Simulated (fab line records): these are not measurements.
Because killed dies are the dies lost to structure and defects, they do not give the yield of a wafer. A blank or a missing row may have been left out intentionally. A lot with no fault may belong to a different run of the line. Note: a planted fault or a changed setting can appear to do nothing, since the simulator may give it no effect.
Which tool did it? -- flow nand-harc -- 21 wafers from 7 lots sampled at 2 of the route's 1302 steps

WHAT THE GAUGES READ, wafer by wafer
NHARC_A_START_INSPECT_01.
lot,measured,on,raw-defect-count
L779,day 8 17:32,defect-inspect-01,3 2 5
L782,day 9 21:09,defect-inspect-01,4 1 3
L784,day 10 20:17,defect-inspect-02,2 3 3
L787,day 11 16:10,defect-inspect-02,7 1 2
L794,day 14 19:42,defect-inspect-02,5 4 4
L795,day 15 17:44,defect-inspect-01,4 1 3
L798,day 16 07:58,defect-inspect-01,2 1 1

TOOL THAT RAN EACH LOT (tool first, then ch and the chambers of the sampled wafers, then the start)
lot,NHARC_P_BONDPAD_DEGAS_25
L779,"pvd-sputter-01, day 8 15:18"
L782,"pvd-sputter-02, day 9 18:51"
L784,"pvd-sputter-03, day 10 18:09"
L787,"pvd-sputter-02, day 11 14:04"
L794,"pvd-sputter-02, day 14 17:36"
L795,"pvd-sputter-01, day 15 15:35"
L798,"pvd-sputter-03, day 16 05:51"
- NHARC_P_BONDPAD_DEGAS_25: time 60 s.

THE ANSWER, worked out from the rows above alone
Rule: usual is defined by the lots themselves. Put in order of their means at a reading, lots are off if they are a third of the lots or fewer, leave a main group of 4 or more, and stand apart from it by a gap of 3 or more times the standard deviation of the main group's means; of several such gaps the widest counts. The tables above print the reading to a certain number of digits; a main group whose means all agree to those digits is not used. A lot without any number at a reading at which 4 lots or more have one is off too. All remaining lots with rows at the step are treated as sound.
Across all readings shown, no lot is off: no conclusion can be drawn from this.

WHAT THE SIMULATOR PUT IN
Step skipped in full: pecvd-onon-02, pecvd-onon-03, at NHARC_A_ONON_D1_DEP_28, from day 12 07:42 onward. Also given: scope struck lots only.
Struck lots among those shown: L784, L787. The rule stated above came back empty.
